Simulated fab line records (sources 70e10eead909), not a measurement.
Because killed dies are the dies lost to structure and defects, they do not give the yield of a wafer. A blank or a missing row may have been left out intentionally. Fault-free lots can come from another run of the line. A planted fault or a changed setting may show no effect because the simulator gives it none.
Which of the tools did it? :: flow nand_harc :: Sampling: 14 lots, 42 wafers, 4 of 1159 route steps

## WHAT THE GAUGES READ, wafer by wafer
The record lacks any reading of a measuring or inspecting step that a usual standard deviation could be used to judge.

## WHAT TOOL EACH LOT RAN ON (gives the tool, then ch and the chambers of the sampled wafers, and finally the start)
lot: L112
NHARC_P_GATE_DESCUM_13: rie_diel-11 ch 0,2,3, day 6 13:47
NHARC_P_GATE_DEP_103: pecvd-04 ch 0,1,2, day 7 03:56
NHARC_P_GATE_DEVELOP_25: litho_track-01, day 7 04:00
NHARC_P_GATE_STRIP_101: rie_diel-08 ch 0,1,2, day 7 15:38

lot: L111
NHARC_P_GATE_DESCUM_13: rie_diel-08 ch 0,2,3, day 6 13:56
NHARC_P_GATE_DEP_103: pecvd-04 ch 0,2, day 7 03:18
NHARC_P_GATE_DEVELOP_25: litho_track-06, day 7 03:00
NHARC_P_GATE_STRIP_101: rie_diel-08 ch 0,1,3, day 7 15:07

lot: L113
NHARC_P_GATE_DESCUM_13: rie_diel-11 ch 0,1, day 6 22:59
NHARC_P_GATE_DEP_103: pecvd-03 ch 0,1,2, day 7 12:02
NHARC_P_GATE_DEVELOP_25: litho_track-01 ch 0, day 7 12:00
NHARC_P_GATE_STRIP_101: rie_diel-11 ch 1,3, day 7 23:54

lot: L114
NHARC_P_GATE_DESCUM_13: rie_diel-08 ch 0,1,2, day 7 10:25
NHARC_P_GATE_DEP_103: pecvd-04 ch 0,2, day 8 01:13
NHARC_P_GATE_DEVELOP_25: litho_track-04 ch 0, day 8 01:00
NHARC_P_GATE_STRIP_101: rie_diel-08 ch 1,3, day 8 13:22

lot: L115
NHARC_P_GATE_DESCUM_13: rie_diel-11 ch 0,1, day 7 10:34
NHARC_P_GATE_DEP_103: pecvd-03 ch 0,1,2, day 8 02:51
NHARC_P_GATE_DEVELOP_25: litho_track-04 ch 0, day 8 03:00
NHARC_P_GATE_STRIP_101: rie_diel-11 ch 0,1,2, day 8 14:35

lot: L116
NHARC_P_GATE_DESCUM_13: rie_diel-11 ch 1,2, day 7 10:43
NHARC_P_GATE_DEP_103: pecvd-04 ch 0,1,2, day 8 01:59
NHARC_P_GATE_DEVELOP_25: litho_track-01 ch 0, day 8 02:00
NHARC_P_GATE_STRIP_101: rie_diel-08 ch 1,3, day 8 13:55

lot: L117
NHARC_P_GATE_DESCUM_13: rie_diel-10 ch 1,2,3, day 7 20:59
NHARC_P_GATE_DEP_103: pecvd-01 ch 0,1,2, day 8 14:45
NHARC_P_GATE_DEVELOP_25: litho_track-01 ch 0, day 8 15:00
NHARC_P_GATE_STRIP_101: rie_diel-11 ch 1,2, day 9 02:32

lot: L119
NHARC_P_GATE_DESCUM_13: rie_diel-11 ch 0,1,2, day 8 02:40
NHARC_P_GATE_DEP_103: pecvd-01 ch 0,2, day 8 16:46
NHARC_P_GATE_DEVELOP_25: litho_track-04 ch 0, day 8 17:00
NHARC_P_GATE_STRIP_101: rie_diel-08 ch 0,1,2, day 9 05:15

lot: L121
NHARC_P_GATE_DESCUM_13: rie_diel-08 ch 1,2, day 8 22:02
NHARC_P_GATE_DEP_103: pecvd-01 ch 0,2, day 9 10:53
NHARC_P_GATE_DEVELOP_25: litho_track-06 ch 0, day 9 11:00
NHARC_P_GATE_STRIP_101: rie_diel-10 ch 0,2,3, day 9 22:50

lot: L120
NHARC_P_GATE_DESCUM_13: rie_diel-10 ch 2,3, day 8 22:11
NHARC_P_GATE_DEP_103: pecvd-01 ch 0,1, day 9 11:22
NHARC_P_GATE_DEVELOP_25: litho_track-06 ch 0, day 9 11:00
NHARC_P_GATE_STRIP_101: rie_diel-08 ch 0,1, day 9 22:58

lot: L122
NHARC_P_GATE_DESCUM_13: rie_diel-10 ch 0,1,3, day 9 02:54
NHARC_P_GATE_DEP_103: pecvd-01 ch 0,1,2, day 9 15:52
NHARC_P_GATE_DEVELOP_25: litho_track-04 ch 0, day 9 16:00
NHARC_P_GATE_STRIP_101: rie_diel-08 ch 0,2,3, day 10 03:48

lot: L123
NHARC_P_GATE_DESCUM_13: rie_diel-08 ch 0,1,2, day 9 09:22
NHARC_P_GATE_DEP_103: pecvd-01 ch 1,2, day 9 22:09
NHARC_P_GATE_DEVELOP_25: litho_track-04 ch 0, day 9 22:00
NHARC_P_GATE_STRIP_101: rie_diel-08 ch 1,2,3, day 10 10:00

lot: L124
NHARC_P_GATE_DESCUM_13: rie_diel-11 ch 1,3, day 9 09:24
NHARC_P_GATE_DEP_103: pecvd-01 ch 0,1, day 9 22:53
NHARC_P_GATE_DEVELOP_25: litho_track-01 ch 0, day 9 23:00
NHARC_P_GATE_STRIP_101: rie_diel-08 ch 2,3, day 10 10:41

lot: L125
NHARC_P_GATE_DESCUM_13: rie_diel-08 ch 0,1,2, day 9 21:17
NHARC_P_GATE_DEP_103: pecvd-04 ch 0,1,2, day 10 10:30
NHARC_P_GATE_DEVELOP_25: litho_track-01 ch 0, day 10 11:00
NHARC_P_GATE_STRIP_101: rie_diel-11 ch 1,2, day 10 22:38
- NHARC_P_GATE_DESCUM_13: chemistry O2, time 3 s.
- NHARC_P_GATE_DEP_103: deposits SiON, target thk 30 nm.
- NHARC_P_GATE_DEVELOP_25: develop time 35 s.
- NHARC_P_GATE_STRIP_101: strips in O2, time 20 s.

## AS READ BY THE TOOLS THEMSELVES (means over the sampled wafers that have a number; for cases with no such wafer, the mark the record gives instead)
NHARC_P_GATE_DESCUM_13.
lot: L112
tool: rie_diel-11
drypump_motor_current_A (A): 6.2
oes_product_au (a.u.): 1.005
rf_vpp_V (V): 58.3
showerhead_plenum_p_Torr (Torr): 1.90
throttle_valve_pct (%): 11.307

lot: L111
tool: rie_diel-08
drypump_motor_current_A (A): 5.7
oes_product_au (a.u.): 1.008
rf_vpp_V (V): 58.2
showerhead_plenum_p_Torr (Torr): 1.87
throttle_valve_pct (%): 11.312

lot: L113
tool: rie_diel-11
drypump_motor_current_A (A): 6.1
oes_product_au (a.u.): 0.996
rf_vpp_V (V): 57.7
showerhead_plenum_p_Torr (Torr): 1.83
throttle_valve_pct (%): 11.308

lot: L114
tool: rie_diel-08
drypump_motor_current_A (A): 6.0
oes_product_au (a.u.): 1.008
rf_vpp_V (V): 57.4
showerhead_plenum_p_Torr (Torr): 1.91
throttle_valve_pct (%): 11.304

lot: L115
tool: rie_diel-11
drypump_motor_current_A (A): 6.1
oes_product_au (a.u.): 1.005
rf_vpp_V (V): 57.9
showerhead_plenum_p_Torr (Torr): 1.83
throttle_valve_pct (%): 11.305

lot: L116
tool: rie_diel-11
drypump_motor_current_A (A): 6.1
oes_product_au (a.u.): 1.007
rf_vpp_V (V): 58.6
showerhead_plenum_p_Torr (Torr): 1.93
throttle_valve_pct (%): 11.307

lot: L117
tool: rie_diel-10
drypump_motor_current_A (A): 5.4
oes_product_au (a.u.): 0.984
rf_vpp_V (V): 57.2
showerhead_plenum_p_Torr (Torr): 1.92
throttle_valve_pct (%): 11.298

lot: L119
tool: rie_diel-11
drypump_motor_current_A (A): 6.1
oes_product_au (a.u.): 1.003
rf_vpp_V (V): 57.6
showerhead_plenum_p_Torr (Torr): 1.88
throttle_valve_pct (%): 11.301

lot: L121
tool: rie_diel-08
drypump_motor_current_A (A): 6.0
oes_product_au (a.u.): 1.011
rf_vpp_V (V): 57.9
showerhead_plenum_p_Torr (Torr): 1.87
throttle_valve_pct (%): 11.315

lot: L120
tool: rie_diel-10
drypump_motor_current_A (A): 5.5
oes_product_au (a.u.): 1.012
rf_vpp_V (V): 58.1
showerhead_plenum_p_Torr (Torr): 1.96
throttle_valve_pct (%): 11.307

lot: L122
tool: rie_diel-10
drypump_motor_current_A (A): 5.5
oes_product_au (a.u.): 0.998
rf_vpp_V (V): 57.3
showerhead_plenum_p_Torr (Torr): 1.90
throttle_valve_pct (%): 11.311

lot: L123
tool: rie_diel-08
drypump_motor_current_A (A): 6.0
oes_product_au (a.u.): 1.007
rf_vpp_V (V): 57.6
showerhead_plenum_p_Torr (Torr): 1.90
throttle_valve_pct (%): 11.315

lot: L124
tool: rie_diel-11
drypump_motor_current_A (A): 6.4
oes_product_au (a.u.): 0.997
rf_vpp_V (V): 58.0
showerhead_plenum_p_Torr (Torr): 1.95
throttle_valve_pct (%): 11.305

lot: L125
tool: rie_diel-08
drypump_motor_current_A (A): 6.0
oes_product_au (a.u.): 1.014
rf_vpp_V (V): 57.6
showerhead_plenum_p_Torr (Torr): 1.90
throttle_valve_pct (%): 11.312

NHARC_P_GATE_DEP_103.
lot: L112
tool: pecvd-04
heater_power_outer_w (W): 521
heater_power_w (W): 835

lot: L111
tool: pecvd-04
heater_power_outer_w (W): 599
heater_power_w (W): 927

lot: L113
tool: pecvd-03
heater_power_outer_w (W): 478
heater_power_w (W): 783

lot: L114
tool: pecvd-04
heater_power_outer_w (W): 617
heater_power_w (W): 952

lot: L115
tool: pecvd-03
heater_power_outer_w (W): 508
heater_power_w (W): 815

lot: L116
tool: pecvd-04
heater_power_outer_w (W): 542
heater_power_w (W): 884

lot: L117
tool: pecvd-01
heater_power_outer_w (W): 371
heater_power_w (W): 682

lot: L119
tool: pecvd-01
heater_power_outer_w (W): 370
heater_power_w (W): 678

lot: L121
tool: pecvd-01
heater_power_outer_w (W): 440
heater_power_w (W): 799

lot: L120
tool: pecvd-01
heater_power_outer_w (W): 412
heater_power_w (W): 709

lot: L122
tool: pecvd-01
heater_power_outer_w (W): 382
heater_power_w (W): 700

lot: L123
tool: pecvd-01
heater_power_outer_w (W): 511
heater_power_w (W): 873

lot: L124
tool: pecvd-01
heater_power_outer_w (W): 458
heater_power_w (W): 784

lot: L125
tool: pecvd-04
heater_power_outer_w (W): 542
heater_power_w (W): 874

NHARC_P_GATE_DEVELOP_25.
lot: L112
tool: litho_track-01
chill_plate_temp_C (C): -

lot: L111
tool: litho_track-06
chill_plate_temp_C (C): -

lot: L113
tool: litho_track-01
chill_plate_temp_C (C): 23.00

lot: L114
tool: litho_track-04
chill_plate_temp_C (C): 22.90

lot: L115
tool: litho_track-04
chill_plate_temp_C (C): 23.08

lot: L116
tool: litho_track-01
chill_plate_temp_C (C): 23.04

lot: L117
tool: litho_track-01
chill_plate_temp_C (C): 23.08

lot: L119
tool: litho_track-04
chill_plate_temp_C (C): 23.00

lot: L121
tool: litho_track-06
chill_plate_temp_C (C): 22.96

lot: L120
tool: litho_track-06
chill_plate_temp_C (C): 22.99

lot: L122
tool: litho_track-04
chill_plate_temp_C (C): 22.94

lot: L123
tool: litho_track-04
chill_plate_temp_C (C): 23.05

lot: L124
tool: litho_track-01
chill_plate_temp_C (C): 23.13

lot: L125
tool: litho_track-01
chill_plate_temp_C (C): 22.94

NHARC_P_GATE_STRIP_101.
lot: L112
tool: rie_diel-08
drypump_motor_current_A (A): 6.0
oes_product_au (a.u.): 1.006
rf_vpp_V (V): 57.8
showerhead_plenum_p_Torr (Torr): 3.52
throttle_valve_pct (%): 17.026

lot: L111
tool: rie_diel-08
drypump_motor_current_A (A): 6.0
oes_product_au (a.u.): 1.004
rf_vpp_V (V): 58.4
showerhead_plenum_p_Torr (Torr): 3.59
throttle_valve_pct (%): 17.035

lot: L113
tool: rie_diel-11
drypump_motor_current_A (A): 6.3
oes_product_au (a.u.): 1.011
rf_vpp_V (V): 57.6
showerhead_plenum_p_Torr (Torr): 3.55
throttle_valve_pct (%): 17.041

lot: L114
tool: rie_diel-08
drypump_motor_current_A (A): 5.9
oes_product_au (a.u.): 1.011
rf_vpp_V (V): 57.5
showerhead_plenum_p_Torr (Torr): 3.60
throttle_valve_pct (%): 17.031

lot: L115
tool: rie_diel-11
drypump_motor_current_A (A): 6.1
oes_product_au (a.u.): 1.002
rf_vpp_V (V): 57.5
showerhead_plenum_p_Torr (Torr): 3.47
throttle_valve_pct (%): 17.042

lot: L116
tool: rie_diel-08
drypump_motor_current_A (A): 6.2
oes_product_au (a.u.): 1.013
rf_vpp_V (V): 58.9
showerhead_plenum_p_Torr (Torr): 3.66
throttle_valve_pct (%): 17.043

lot: L117
tool: rie_diel-11
drypump_motor_current_A (A): 6.1
oes_product_au (a.u.): 1.008
rf_vpp_V (V): 58.1
showerhead_plenum_p_Torr (Torr): 3.55
throttle_valve_pct (%): 17.033

lot: L119
tool: rie_diel-08
drypump_motor_current_A (A): 6.0
oes_product_au (a.u.): 1.001
rf_vpp_V (V): 57.5
showerhead_plenum_p_Torr (Torr): 3.51
throttle_valve_pct (%): 17.029

lot: L121
tool: rie_diel-10
drypump_motor_current_A (A): 5.5
oes_product_au (a.u.): 1.001
rf_vpp_V (V): 58.1
showerhead_plenum_p_Torr (Torr): 3.59
throttle_valve_pct (%): 17.039

lot: L120
tool: rie_diel-08
drypump_motor_current_A (A): 6.3
oes_product_au (a.u.): 0.994
rf_vpp_V (V): 58.0
showerhead_plenum_p_Torr (Torr): 3.65
throttle_valve_pct (%): 17.041

lot: L122
tool: rie_diel-08
drypump_motor_current_A (A): 5.7
oes_product_au (a.u.): 1.001
rf_vpp_V (V): 56.9
showerhead_plenum_p_Torr (Torr): 3.45
throttle_valve_pct (%): 17.039

lot: L123
tool: rie_diel-08
drypump_motor_current_A (A): 6.0
oes_product_au (a.u.): 1.006
rf_vpp_V (V): 57.6
showerhead_plenum_p_Torr (Torr): 3.52
throttle_valve_pct (%): 17.041

lot: L124
tool: rie_diel-08
drypump_motor_current_A (A): 5.7
oes_product_au (a.u.): 1.003
rf_vpp_V (V): 57.1
showerhead_plenum_p_Torr (Torr): 3.38
throttle_valve_pct (%): 17.034

lot: L125
tool: rie_diel-11
drypump_motor_current_A (A): 6.1
oes_product_au (a.u.): 1.004
rf_vpp_V (V): 58.0
showerhead_plenum_p_Torr (Torr): 3.54
throttle_valve_pct (%): 17.042

## THE ANSWER, worked out from the rows above alone
Rule: the lots themselves supply what counts as usual. Put in order of their means at a reading, lots are off if they are a third of the lots or fewer, leave a main group of 4 or more, and stand apart from it by a gap of 3 or more times the standard deviation of the main group's means; of several such gaps the widest counts. Not used: any main group whose means are identical at the precision the tables above print for the reading. Also off: a lot with no number at a reading for which 4 or more lots have one. Any other lot the step has rows for is counted as sound. Order of review: gauges by route order, followed by the tools' own readings, for which a lot's mean as printed above is used. The first step at which some lot is off is used, and at that step the reading that is off furthest; a lot without a number counts as furthest.
Off, at NHARC_P_GATE_DEVELOP_25 on chill_plate_temp_C: L112, L111. Without a number there: L112, L111. The main group: mean 23.01 C, standard deviation 0.066.
A tool fits if, at that step or a process step before it, it ran every lot that is off, and no sound lot after the first of them. Not one of the candidates tried fits.

## WHAT THE SIMULATOR HAD INSERTED
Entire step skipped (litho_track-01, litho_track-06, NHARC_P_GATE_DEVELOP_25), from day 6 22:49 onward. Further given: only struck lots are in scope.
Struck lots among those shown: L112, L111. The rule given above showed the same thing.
